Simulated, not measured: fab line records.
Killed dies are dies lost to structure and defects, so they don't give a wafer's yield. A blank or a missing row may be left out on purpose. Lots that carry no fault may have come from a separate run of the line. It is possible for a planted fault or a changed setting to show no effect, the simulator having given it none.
Matching of chambers + flow nandHarc + rieDiel-10 running NHARC_P_GATE_DESCUM_93: 4 sister chambers
The step chemistry O2, time 3 s. 20 wafers are shown with their chamber, then 10 later ones without.

== EACH WAFER AND ITS CHAMBER ==
| wafer  | chamber | showerheadPlenumPTorr (Torr) | drypumpMotorCurrentA (A) | rfVppV (V) |
|--------|---------|------------------------------|--------------------------|------------|
| L076.4 | 3       | 1.92                         | 6.1                      | 56.6       |
| L076.5 | 2       | 1.88                         | 6.7                      | 56.2       |
| L076.6 | 3       | 1.92                         | 6.1                      | 57.7       |
| L079.1 | 0       | 2.01                         | 6.5                      | 60.2       |
| L079.3 | 1       | 1.88                         | 5.9                      | 56.6       |
| L079.5 | 3       | 1.92                         | 6.2                      | 56.6       |
| L083.2 | 0       | 2.01                         | 6.4                      | 57.6       |
| L083.3 | 3       | 1.92                         | 6.1                      | 55.7       |
| L083.6 | 0       | 2.01                         | 6.3                      | 59.4       |
| L084.1 | 2       | 1.88                         | 6.7                      | 56.4       |
| L084.5 | 2       | 1.88                         | 6.7                      | 56.7       |
| L084.6 | 1       | 1.87                         | 5.8                      | 58.0       |
| L087.1 | 0       | 2.01                         | 6.4                      | 59.7       |
| L087.5 | 3       | 1.92                         | 6.1                      | 57.1       |
| L087.6 | 2       | 1.88                         | 6.7                      | 57.3       |
| L089.2 | 0       | 2.01                         | 6.4                      | 57.8       |
| L089.4 | 1       | 1.87                         | 5.9                      | 57.7       |
| L089.5 | 1       | 1.87                         | 5.9                      | 58.0       |
| L088.1 | 1       | 1.87                         | 5.8                      | 56.6       |
| L088.3 | 2       | 1.88                         | 6.7                      | 57.8       |

SIGNATURES (averages over the wafers above)
| reading               | chamber 0 | chamber 1 | chamber 2 | chamber 3 | scatter within a chamber |
|-----------------------|-----------|-----------|-----------|-----------|--------------------------|
| showerheadPlenumPTorr | 2.0100    | 1.8720    | 1.8800    | 1.9200    | 0.00224                  |
| drypumpMotorCurrentA  | 6.400     | 5.860     | 6.700     | 6.120     | 0.05                     |
| rfVppV                | 58.940    | 57.380    | 56.880    | 56.740    | 0.847                    |
Rule: distance of a wafer from a chamber = root of the sum over the readings of ((wafer's reading minus chamber's mean) / reading's scatter) squared. If the next closest chamber is less than 2 further off than the closest, the wafer can't be placed; otherwise it belongs to the closest. The scatter: the root of (the sum of the squares of (reading less its chamber's mean) over the shown wafers, divided by (wafers less chambers)).

== WAFERS WHOSE CHAMBER IS MISSING ==
| wafer  | showerheadPlenumPTorr (Torr) | drypumpMotorCurrentA (A) | rfVppV (V) |
|--------|------------------------------|--------------------------|------------|
| L088.4 | 1.92                         | 6.1                      | 56.1       |
| L092.1 | 1.87                         | 5.9                      | 58.1       |
| L092.2 | 1.87                         | 6.7                      | 58.6       |
| L092.4 | 2.01                         | 6.4                      | 58.3       |
| L093.2 | 1.87                         | 5.9                      | 55.9       |
| L093.4 | 1.87                         | 5.9                      | 57.7       |
| L093.6 | 1.87                         | 6.7                      | 57.9       |
| L095.3 | 1.87                         | 5.9                      | 57.9       |
| L095.4 | 2.01                         | 6.4                      | 57.9       |
| L095.5 | 1.92                         | 6.1                      | 58.0       |

== EACH ONE'S CHAMBER ==
| wafer  | from the rows above | in truth |
|--------|---------------------|----------|
| L088.4 | 3                   | 3        |
| L092.1 | 1                   | 1        |
| L092.2 | 2                   | 2        |
| L092.4 | 0                   | 0        |
| L093.2 | 1                   | 1        |
| L093.4 | 1                   | 1        |
| L093.6 | 2                   | 2        |
| L095.3 | 1                   | 1        |
| L095.4 | 0                   | 0        |
| L095.5 | 3                   | 3        |
Correctly placed: 10 of 10. Can't be placed from these rows: 0. 0 placed wrongly.
